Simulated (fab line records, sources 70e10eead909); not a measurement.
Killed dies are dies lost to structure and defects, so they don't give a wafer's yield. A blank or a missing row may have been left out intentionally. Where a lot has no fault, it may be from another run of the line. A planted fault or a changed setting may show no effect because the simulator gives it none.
Matching of chambers ; flow nand harc ; 4 sister chambers for NHARC_P_M0_CMP_23 on cmp-01
The step polishes, t overpolish 20 s, target thk 117.54 nm. 4 wafers are shown with their chamber, then 10 later ones without.

== WAFERS, EACH WITH ITS CHAMBER ==
wafer;chamber;motor current A (A)
L082.2;2;11.9
L088.1;1;11.1
L089.1;0;12.2
L089.4;3;12.6

== WAFERS WHOSE CHAMBER IS MISSING ==
wafer;motor current A (A)
L089.6;12.4
L091.2;11.6
L091.5;13.2
L091.6;11.6
L092.1;11.2
L092.3;11.5
L092.6;12.9
L096.3;12.2
L096.4;11.3
L096.6;11.0

== WHICH CHAMBER EACH WENT THROUGH ==
wafer;from the rows above;in truth
L089.6;can't be placed: 3 or 0 or 2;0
L091.2;can't be placed: 2 or 1 or 0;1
L091.5;can't be placed: 3 or 0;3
L091.6;can't be placed: 2 or 1 or 0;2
L092.1;1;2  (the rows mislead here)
L092.3;can't be placed: 1 or 2 or 0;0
L092.6;can't be placed: 3 or 0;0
L096.3;can't be placed: 0 or 2 or 3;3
L096.4;can't be placed: 1 or 2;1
L096.6;1;1
1 of 10 placed correctly. These rows do not allow placing 8 (true chamber among the candidates in 8). Placed wrongly: 1.
How it was worked out, from the rows above alone: a wafer's distance from a chamber is the root of the sum, over the readings, of the square of ((its reading less the chamber's mean) divided by the reading's scatter). If the next closest chamber is less than 2 further off than the closest, the wafer can't be placed; otherwise it belongs to the closest. For every chamber, the mean is computed from those of its wafers that are shown. The scatter: root of mean squared gap, hidden wafer to nearest shown wafer, with one shown wafer a chamber.
